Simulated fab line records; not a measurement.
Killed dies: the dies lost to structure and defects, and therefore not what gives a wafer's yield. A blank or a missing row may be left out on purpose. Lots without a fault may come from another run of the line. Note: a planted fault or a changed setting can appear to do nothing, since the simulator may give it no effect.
Matching of chambers -- flow nand harc -- pecvd-02 running NHARC_A_STAIRCASE_DEP_471: 3 sister chambers
The step deposits SiO2, target thk 100 nm. 3 wafers are shown with their chamber, then 10 later ones without.

## WAFERS, EACH WITH ITS CHAMBER
wafer,chamber,throttle valve pct (%)
L085.3,1,16.1
L086.3,0,16.8
L086.4,2,15.8

## WAFERS WHOSE CHAMBER IS MISSING
wafer,throttle valve pct (%)
L086.6,17.2
L087.2,16.3
L087.5,16.4
L087.6,17.2
L097.2,16.6
L097.4,16.5
L097.6,15.8
L096.1,15.9
L096.2,15.5
L096.3,16.5

## EACH ONE'S CHAMBER
wafer,from the rows above,in truth
L086.6,0,0
L087.2,can't be placed: 1 or 0 or 2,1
L087.5,can't be placed: 1 or 0 or 2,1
L087.6,0,0
L097.2,can't be placed: 0 or 1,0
L097.4,can't be placed: 0 or 1 or 2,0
L097.6,can't be placed: 2 or 1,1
L096.1,can't be placed: 2 or 1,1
L096.2,can't be placed: 2 or 1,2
L096.3,can't be placed: 0 or 1 or 2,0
2 of 10 placed correctly. These rows do not allow placing 8 (true chamber among the candidates in 8). Wrongly placed: 0.
How it was worked out, from the rows above alone: a wafer's distance from a chamber is the root of the sum, over the readings, of the square of ((its reading less the chamber's mean) divided by the reading's scatter). If the next closest chamber is less than 2 further off than the closest, the wafer can't be placed; otherwise it belongs to the closest. The mean given for a chamber averages the wafers shown for that chamber. The scatter: with one shown wafer a chamber, the root of the mean of the squares of how far each hidden wafer lies from its nearest shown one.
